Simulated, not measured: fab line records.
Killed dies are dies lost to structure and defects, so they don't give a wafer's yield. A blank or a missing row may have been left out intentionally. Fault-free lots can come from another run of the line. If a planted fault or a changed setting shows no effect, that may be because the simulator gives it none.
Matching of chambers :: flow n5-finfet :: ald-sin-02 running N5_BEOL_M1_ALD_98: 4 sister chambers
The step deposits SiO2, target thk 2.5 nm, pulse time 1 s, co reactant pulse time 1 s. 4 wafers are shown with their chamber, then 8 later ones without.

== WAFERS WITH THEIR CHAMBER ==
wafer: L080.5
chamber: 2
heater-power-w (W): 99

wafer: L085.3
chamber: 1
heater-power-w (W): 76

wafer: L085.6
chamber: 0
heater-power-w (W): 73

wafer: L086.2
chamber: 3
heater-power-w (W): 79

== WAFERS MISSING THEIR CHAMBER ==
wafer: L086.4
heater-power-w (W): 75

wafer: L086.5
heater-power-w (W): 104

wafer: L091.1
heater-power-w (W): 81

wafer: L091.2
heater-power-w (W): 100

wafer: L091.3
heater-power-w (W): 77

wafer: L094.1
heater-power-w (W): 75

wafer: L094.2
heater-power-w (W): 80

wafer: L094.6
heater-power-w (W): 79

== WHICH CHAMBER EACH ONE RAN IN ==
wafer: L086.4
from the rows above: can't be placed: 1 or 0 or 3
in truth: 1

wafer: L086.5
from the rows above: 2
in truth: 2

wafer: L091.1
from the rows above: can't be placed: 3 or 1
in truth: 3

wafer: L091.2
from the rows above: 2
in truth: 2

wafer: L091.3
from the rows above: can't be placed: 1 or 3 or 0
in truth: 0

wafer: L094.1
from the rows above: can't be placed: 1 or 0 or 3
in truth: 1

wafer: L094.2
from the rows above: can't be placed: 3 or 1
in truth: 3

wafer: L094.6
from the rows above: can't be placed: 3 or 1
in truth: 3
Placed correctly: 2 of 8. From these rows, 6 cannot be placed; in 6 the true chamber is one of the candidates. Wrongly placed: 0.
How it was worked out, from the rows above alone: a wafer's distance from a chamber is the root of the sum, over the readings, of the square of ((its reading less the chamber's mean) divided by the reading's scatter). If the next closest chamber is less than 2 further off than the closest, the wafer can't be placed; otherwise it belongs to the closest. Each chamber's mean is taken over the wafers shown for it. The scatter: root of mean squared gap, hidden wafer to nearest shown wafer, with one shown wafer a chamber.
